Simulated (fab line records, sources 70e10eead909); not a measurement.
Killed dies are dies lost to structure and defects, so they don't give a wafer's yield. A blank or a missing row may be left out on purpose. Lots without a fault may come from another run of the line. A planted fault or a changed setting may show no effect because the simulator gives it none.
fab line records | flow nand_harc
record lots=5 wafers=15 last_day=24
route steps=1159 shown P_GATE@157 END@1159
lots that met no fault: from a run of the same line without faults
start_h: hours from the record's first day to the start of the lot's first wafer shown | wait_h: hours since the lot's step before | " the same as in the row above | L1.1+2: a row that stands for several wafers | - no value, or no start given | * or withheld: withheld | < > ~ a bound
route shown NAME@n: a module of which the file shows steps, and the number in the route of the first | usual: mean/standard deviation of fault-free wafers | same: alike in all rows | chamber/n: place in a boat | sites: the reading at each site | _std_site: their standard deviation | _edge_site: outer sites' mean less inner sites' | radius_mm: how far each site lies from the wafer's centre | mask NAME#n: copy n | behind: the tool/chamber that last shaped the wafer | hold: why the lot was held/for how many hours/how that ended | device: the transistor (n, p or np) that didn't switch | end of line: the same wafers' tests at the end of the route | a step without rows: its recipe alone | killed: dies lost to structure and defects at the first sort, not the wafer's yield | map: a wafer's dies, x killed, . not, _ none there
set.NAME: the setting as run; set.NAME@STEP: as run at that earlier step | model.NAME: the simulator's own value behind a step, which no gauge read
lots at some steps of the route; a table a step, a row a wafer
services: from which hour (start_h, from the record's first day; less than 0 if before it) a tool's chamber was out of use, for how many hours, and why
## steps
# step NHARC_P_GATE_STRIP_101
# recipe time_s=20 o2_flow_sccm=500 ar_flow_sccm=0 bias_w=0 chemistry=O2
# usual drypump_motor_current_A=5.7/0.39 oes_product_au=1.002/0.0076 rf_vpp_V=57.6/0.94 showerhead_plenum_p_Torr=3.46/0.17 throttle_valve_pct=17.037/0.0093
# columns lot.wafer tool chamber start_h wait_h drypump_motor_current_A oes_product_au rf_hours_counter_h rf_vpp_V showerhead_plenum_p_Torr throttle_valve_pct
L942.4 rie_diel-07 3 159.68 0.1 6.1 0.999 15 56.2 3.31 17.039
L942.5 " 0 " " 5.1 1.006 - 57.8 3.75 17.040
L942.6 " 1 " " 5.7 0.999 - 58.2 3.62 17.025
L946.3 rie_diel-07 2 188.75 0.1 5.5 1.004 22 56.6 3.29 17.034
L946.2 " 0 " " 5.0 1.009 21 56.9 3.74 17.047
L946.5 " 2 " " 5.5 1.007 - 57.1 3.29 17.041
L950.4 rie_diel-01 2 199.26 0.1 6.3 1.018 21 57.9 3.65 17.038
L950.2 " 1 " " 5.8 1.012 22 57.3 3.40 17.037
L950.6 " 2 " " 6.3 1.019 - 58.8 3.65 17.032
L952.3 rie_diel-07 2 209.46 0.1 5.5 1.002 27 56.8 3.29 17.032
L952.5 " 2 " " 5.5 1.006 - 57.9 3.29 17.039
L952.4 " 3 " " 6.1 0.999 - 57.5 3.30 17.030
L956.3 rie_diel-07 0 246.69 0.1 5.1 1.012 1 57.5 3.74 17.025
L956.2 " 1 " " 5.7 0.988 2 59.2 3.62 17.035
L956.6 " 3 " " 6.1 0.992 - 59.5 3.30 17.026
# step NHARC_P_GATE_PRECLEAN_97
# recipe time_s=600 temp_c=120 chemistry=SPM
# step NHARC_P_GATE_SRD_98
# step NHARC_P_GATE_PRECLEAN_99
# recipe time_s=* temp_c=50 bath_age_min=0 chemistry=SC1
# step NHARC_P_GATE_SRD_100
# step NHARC_P_GATE_DEHYDRATE_38
# recipe temp_c=150 time_s=120
# step NHARC_P_GATE_HMDS_39
# recipe time_s=30
# step NHARC_P_GATE_COAT_40
# recipe spin_rpm=3000
# step NHARC_P_GATE_SOFTBAKE_41
# recipe temp_c=122 time_s=95
# step NHARC_P_GATE_EBR_42
# step NHARC_P_GATE_EXPOSE_43
# recipe na=0.6 target_cd_nm=720 dose_mj=14.81 mask_id=P_NSD
# step NHARC_P_GATE_PEB_44
# recipe peb_temp_c=118 peb_time_s=85
# step NHARC_P_GATE_DEVELOP_45
# recipe time_s=70
# usual chill_plate_temp_C=23.00/0.1
# columns lot.wafer tool chamber start_h wait_h chill_plate_temp_C
L942.4 litho_track-02 0 160 - 22.90
L942.5 " 0 " " 23.08
L942.6 " 0 " " 22.86
L946.2 litho_track-03 0 189 - 23.10
L946.3 " 0 " " 23.12
L946.5 " 0 " " 23.05
L950.2 litho_track-03 0 200 - 23.13
L950.4 " 0 " " 23.25
L950.6 " 0 " " 23.27
L952.3 litho_track-07 0 210 - 22.95
L952.4 " 0 " " 22.97
L952.5 " 0 " " 22.92
L956.2 litho_track-07 0 247 - 23.04
L956.3 " 0 " " 23.18
L956.6 " 0 " " 23.11
# step NHARC_P_GATE_HARDBAKE_47
# recipe temp_c=125 time_s=80
# step NHARC_P_GATE_DESCUM_48
# recipe time_s=3 o2_flow_sccm=200 ar_flow_sccm=0 bias_power_w=0 chemistry=O2
# usual drypump_motor_current_A=5.7/0.38 oes_product_au=1.001/0.008 rf_vpp_V=57.6/0.91 showerhead_plenum_p_Torr=1.87/0.093 throttle_valve_pct=11.311/0.0087
# columns lot.wafer tool chamber start_h wait_h drypump_motor_current_A oes_product_au rf_hours_counter_h rf_vpp_V showerhead_plenum_p_Torr throttle_valve_pct model.P_GATE.cd_nm
L942.4 rie_diel-07 1 160.78 - 5.7 0.992 17 58.1 1.97 11.317 719.2
L942.5 " 3 " " 6.1 0.998 - 57.8 1.78 11.318 717.9
L942.6 " 0 " " 5.0 0.995 - 58.2 2.04 11.313 718.3
L946.2 rie_diel-13 1 189.71 - 6.3 1.006 31 57.1 1.82 11.309 719.4
L946.3 " 0 " " 5.5 1.002 34 56.3 1.92 11.308 718.5
L946.5 " 2 " " 5.7 1.006 - 56.5 1.77 11.314 719.1
L950.4 rie_diel-13 1 200.35 - 6.3 1.007 35 56.0 1.82 11.292 121.1
L950.2 " 2 " " 5.7 1.007 34 57.2 1.77 11.316 120.2
L950.6 " 2 " " 5.6 1.007 - 56.7 1.77 11.291 117
L952.4 rie_diel-13 2 210.44 - 5.6 1.003 38 56.1 1.77 11.306 719.5
L952.3 " 0 " " 5.5 0.992 43 57.5 1.91 11.309 718.6
L952.5 " 2 " " 5.6 1.006 - 56.2 1.77 11.324 721
L956.3 rie_diel-13 0 247.79 - 5.4 1.005 55 60.1 1.91 11.297 722.4
L956.2 " 1 " " 6.3 1.005 52 59.5 1.82 11.311 721.2
L956.6 " 0 " " 5.5 0.997 - 57.9 1.91 11.311 720.9
# step NHARC_P_GATE_IMPLANT_49
# recipe energy_kev=30 dose_cm2=3e+15 tilt_deg=7
# step NHARC_P_GATE_STRIP_111
# recipe power_w=1500 temp_c=110 time_s=250 chemistry=N2/H2
# usual drypump_motor_current_A=6.1/0.58 heater_power_w=88/8.7
# columns lot.wafer tool chamber start_h wait_h drypump_motor_current_A heater_power_w rf_hours_counter_h
L942.4 plasma_asher-01 1 161.27 0.3 5.5 94 -
L942.6 " 0 " " 6.7 78 -
L942.5 " 1 " " 5.5 97 -
L946.2 plasma_asher-01 0 191.00 1.1 6.8 77 30
L946.3 " 0 " " 6.8 76 -
L946.5 " 1 " " 5.4 95 -
L950.2 plasma_asher-01 0 200.77 0.2 6.7 76 35
L950.4 " 0 " " 6.7 77 -
L950.6 " 0 " " 6.7 75 -
L952.4 plasma_asher-02 1 210.90 0.2 5.6 87 -
L952.3 " 0 " " 6.5 92 -
L952.5 " 1 " " 5.6 87 -
L956.2 plasma_asher-01 1 248.15 0.2 5.5 97 48
L956.3 " 1 " " 5.5 99 -
L956.6 " 0 " " 6.7 75 -
# step NHARC_P_GATE_STRIP_75
# recipe power_w=1500 temp_c=250 chemistry=O2
# usual drypump_motor_current_A=6.1/0.58 heater_power_w=328/32
# columns lot.wafer tool chamber start_h wait_h drypump_motor_current_A heater_power_w rf_hours_counter_h
L942.4 plasma_asher-01 1 161.46 0.1 5.5 358 -
L942.6 " 0 " " 6.8 287 -
L942.5 " 1 " " 5.5 360 -
L946.2 plasma_asher-01 0 191.30 0.3 6.7 291 30
L946.3 " 0 " " 6.7 289 -
L946.5 " 1 " " 5.5 360 -
L950.2 plasma_asher-01 0 201.03 0.2 6.8 282 35
L950.4 " 0 " " 6.8 284 -
L950.6 " 0 " " 6.8 285 -
L952.4 plasma_asher-02 1 211.12 0.2 5.6 325 -
L952.3 " 0 " " 6.5 339 -
L952.5 " 1 " " 5.6 328 -
L956.2 plasma_asher-01 1 248.45 0.3 5.5 365 48
L956.3 " 1 " " 5.5 361 -
L956.6 " 0 " " 6.7 290 -
# step NHARC_P_GATE_STRIP_50
# recipe time_s=900 temp_c=130 chemistry=SPM
# step NHARC_P_GATE_DEHYDRATE_51
# recipe temp_c=150 time_s=120
# step NHARC_P_GATE_HMDS_52
# recipe time_s=30
# step NHARC_P_GATE_COAT_53
# recipe spin_rpm=3000
# step NHARC_P_GATE_SOFTBAKE_54
# recipe temp_c=122 time_s=95
# step NHARC_P_GATE_EBR_55
# step NHARC_P_GATE_EXPOSE_56
# recipe na=0.6 target_cd_nm=720 dose_mj=14.81 mask_id=P_PSD
# step NHARC_P_GATE_PEB_57
# recipe peb_temp_c=118 peb_time_s=85
# step NHARC_P_GATE_DEVELOP_58
# recipe time_s=70
# step NHARC_P_GATE_HARDBAKE_60
# recipe temp_c=125 time_s=80
# step NHARC_P_GATE_DESCUM_61
# recipe time_s=3 o2_flow_sccm=200 ar_flow_sccm=0 bias_power_w=0 chemistry=O2
# step NHARC_P_GATE_IMPLANT_62
# recipe energy_kev=20 dose_cm2=3e+15 tilt_deg=7
# step NHARC_P_GATE_STRIP_112
# recipe power_w=1500 temp_c=110 time_s=200 chemistry=N2/H2
# usual drypump_motor_current_A=6.1/0.5 heater_power_w=89/6
# columns lot.wafer tool chamber start_h wait_h drypump_motor_current_A heater_power_w rf_hours_counter_h
L942.4 plasma_asher-01 1 163.02 0.2 5.5 95 -
L942.5 " 0 " " 6.8 78 -
L942.6 " 1 " " 5.5 95 -
L946.2 plasma_asher-01 0 192.66 0.2 6.7 77 31
L946.3 " 0 " " 6.8 76 -
L946.5 " 0 " " 6.7 76 -
L950.2 plasma_asher-02 0 202.43 0.2 6.5 90 4
L950.4 " 1 " " 5.6 89 -
L950.6 " 0 " " 6.4 93 -
L952.4 plasma_asher-02 0 212.56 0.2 6.5 93 -
L952.3 " 1 " " 5.6 89 -
L952.5 " 0 " " 6.5 89 -
L956.2 plasma_asher-02 1 249.82 0.2 5.6 87 19
L956.3 " 1 " " 5.6 88 -
L956.6 " 1 " " 5.6 90 -
# step NHARC_P_GATE_STRIP_76
# recipe power_w=1500 temp_c=250 chemistry=O2
# usual drypump_motor_current_A=6.1/0.49 heater_power_w=333/23
# columns lot.wafer tool chamber start_h wait_h drypump_motor_current_A heater_power_w rf_hours_counter_h
L942.4 plasma_asher-01 1 163.19 0.1 5.5 363 -
L942.5 " 0 " " 6.7 286 -
L942.6 " 1 " " 5.5 356 -
L946.2 plasma_asher-01 0 192.92 0.2 6.7 280 31
L946.3 " 0 " " 6.7 283 -
L946.5 " 0 " " 6.7 281 -
L950.2 plasma_asher-02 0 202.66 0.2 6.5 336 4
L950.4 " 1 " " 5.6 334 -
L950.6 " 0 " " 6.5 346 -
L952.4 plasma_asher-02 0 212.76 0.2 6.5 341 -
L952.3 " 1 " " 5.6 335 -
L952.5 " 0 " " 6.5 335 -
L956.2 plasma_asher-02 1 250.07 0.2 5.6 333 20
L956.3 " 1 " " 5.6 327 -
L956.6 " 1 " " 5.6 329 -
# step NHARC_P_GATE_STRIP_63
# recipe time_s=900 temp_c=130 chemistry=SPM
# step NHARC_P_GATE_DEHYDRATE_83
# recipe temp_c=150 time_s=120
# step NHARC_P_GATE_HMDS_84
# recipe time_s=30
# step NHARC_P_GATE_COAT_85
# recipe spin_rpm=3000
# step NHARC_P_GATE_SOFTBAKE_86
# recipe temp_c=122 time_s=95
# step NHARC_P_GATE_EBR_87
# step NHARC_P_GATE_EXPOSE_88
# recipe na=0.6 target_cd_nm=2000 dose_mj=11.87 mask_id=P_HVN
# step NHARC_P_GATE_PEB_89
# recipe peb_temp_c=118 peb_time_s=85
# step NHARC_P_GATE_DESCUM_93
# recipe time_s=3 o2_flow_sccm=200 ar_flow_sccm=0 bias_power_w=0 chemistry=O2
# usual drypump_motor_current_A=5.6/0.4 oes_product_au=1.002/0.0079 rf_vpp_V=57.7/0.93 showerhead_plenum_p_Torr=1.89/0.11 throttle_valve_pct=11.312/0.0088
# columns lot.wafer tool chamber start_h wait_h drypump_motor_current_A oes_product_au rf_hours_counter_h rf_vpp_V showerhead_plenum_p_Torr throttle_valve_pct model.P_GATE.cd_nm
L942.4 rie_diel-01 0 164.13 - 5.4 1.003 7 57.3 1.83 11.310 2000
L942.5 " 2 " " 6.3 1.011 - 59.1 1.99 11.309 2000
L942.6 " 3 " " 5.5 0.999 - 56.9 1.94 11.312 1999
L946.3 rie_diel-07 0 193.92 - 5.0 0.992 22 58.7 2.04 11.308 1999
L946.2 " 2 " " 5.5 0.996 23 58.3 1.77 11.310 1999
L946.5 " 2 " " 5.5 1.000 - 57.5 1.77 11.300 2001
L950.2 rie_diel-07 2 203.73 - 5.5 1.000 26 57.3 1.77 11.315 120.2
L950.4 " 3 " " 6.1 0.997 - 57.0 1.78 11.318 121.1
L950.6 " 0 " " 5.1 0.998 - 58.0 2.04 11.305 117
L952.3 rie_diel-07 2 213.71 - 5.5 1.006 29 57.1 1.77 11.313 2000
L952.4 " 3 " " 6.1 0.984 26 57.9 1.78 11.310 2001
L952.5 " 1 " " 5.7 0.986 - 56.9 1.97 11.289 2000
L956.2 rie_diel-07 0 251.15 - 5.0 1.015 3 59.1 2.04 11.322 2001
L956.3 " 2 " " 5.5 1.012 3 59.0 1.77 11.316 2000
L956.6 " 0 " " 5.0 1.002 - 59.2 2.04 11.298 2000
# step NHARC_END_SORT_01
# recipe temp_c=25
# usual defect_limited_yield=95.6/1.3 killed_at_array=26/8.6 killed_at_other=0.7/0.97 killed_at_periphery=3.2/2.2 killed_dies=30/8.9 killed_open=3.1/1.8 killed_short=2.2/1.8 sort_bin_2_pct=1.4/0.58 sort_bin_3_pct=0.24/0.18 sort_bin_4_pct=2.8/0.9 sort_n_pass=647/8.9 sort_rim_yield_pct=95.5/2.5 sort_yield_pct=95.6/1.3
# same gross_dies=677 sort_bin_5_pct[%]=0 sort_bin_6_pct[%]=0 sort_bin_7_pct[%]=0 sort_bin_8_pct[%]=0 sort_rim_n_gross=106.00
# columns lot.wafer tool chamber start_h wait_h defect_limited_yield[%] killed_at_array killed_at_other killed_at_periphery killed_dies killed_open killed_short sort_bin_2_pct[%] sort_bin_3_pct[%] sort_bin_4_pct[%] sort_n_pass sort_rim_yield_pct[%] sort_yield_pct[%]
L942.4 prober-01 0 503.98 3.5 95.4 28 1 2 31 2 1 1.5 0.44 2.7 646 93.4 95.4
L942.5 prober-01 0 504.80 3.8 95.0 28 1 5 34 4 3 1.5 0 3.5 643 92.5 95.0
L942.6 prober-01 0 505.61 4.1 95.7 23 2 4 29 5 2 1.2 0.59 2.5 648 95.3 95.7
# killed by level:class
L942.4 A_CHANNEL_HOLE_D1:chamber_film_flake=16 A_STAIRCASE:chamber_film_flake=7 A_CONTACT:chamber_film_flake=3 P_CONTACT:geometric_particle:open=1 A_CHANNEL_FILL_D1:geometric_particle:short=1 A_CONTACT:geometric_particle:open=1 P_ZERO_WELL:chamber_film_flake=1 THIN_TSV:chamber_film_flake=1
L942.5 A_CHANNEL_HOLE_D1:chamber_film_flake=14 A_STAIRCASE:chamber_film_flake=6 P_GATE:chamber_film_flake=3 A_WL_FILL:geometric_particle:short=2 A_CONTACT:geometric_particle:open=1 A_BLC:geometric_particle:open=1 A_M0:geometric_particle:open=1 A_M0:geometric_particle:short=1
L942.6 A_CHANNEL_HOLE_D1:chamber_film_flake=13 A_STAIRCASE:chamber_film_flake=4 P_M0:geometric_particle:open=2 A_CONTACT:chamber_film_flake=2 THIN_TSV:chamber_film_flake=2 P_CONTACT:geometric_particle:open=1 A_SOURCE_PLATE:geometric_particle:short=1 A_CHANNEL_FILL_D1:geometric_particle:open=1
## services
# columns tool chamber start_h hours kind
rie_diel-01 - 137.80 9.0 pm
rie_diel-07 0 158.59 - clean
rie_diel-07 1 158.59 - clean
rie_diel-07 2 158.59 - clean
rie_diel-07 3 158.59 - clean
litho_track-02 - 165.00 7.0 pm
rie_diel-07 1 176.00 37.6 repair
plasma_asher-02 - 183.00 9.0 pm
rie_diel-07 0 183.09 - clean
rie_diel-07 2 183.09 - clean
rie_diel-07 3 183.09 - clean
litho_track-07 - 189.00 7.0 pm
rie_diel-07 0 207.59 - clean
rie_diel-07 2 207.59 - clean
rie_diel-07 3 207.59 - clean
litho_track-03 - 213.00 7.0 pm
rie_diel-07 3 220.56 8.0 repair
rie_diel-07 - 228.20 9.0 pm
rie_diel-07 0 228.20 9.0 vent_cycle
rie_diel-07 1 228.20 9.0 vent_cycle
rie_diel-07 2 228.20 9.0 vent_cycle
rie_diel-13 - 230.64 1.0 repair
rie_diel-01 3 237.65 6.5 repair
rie_diel-13 3 247.91 3.9 repair
## key
first_sign none at tools or gauges
model_effect step=NHARC_P_GATE_DESCUM_48 value=P_GATE.cd_nm without=719.9 struck=119.4
model_effect step=NHARC_P_GATE_DESCUM_93 value=P_GATE.cd_nm without=2001 struck=119.4
met_at NHARC_P_GATE_DEVELOP_45
struck_wafers L950.2,L950.4,L950.6
rows_end L950.2,L950.4,L950.6
onset_between 189 200
also_fits NHARC_P_GATE_STRIP_101:rie_diel-01
fault kind=process_parameter_drift tool=litho_track-03 chamber=- onset_h=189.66 steps=NHARC_P_GATE_DEVELOP_45 channel=time_s offset=* shape=step acts_in=* stated=*
# rows_end: these wafers met a further fault down the route, and their rows from its step on are left out
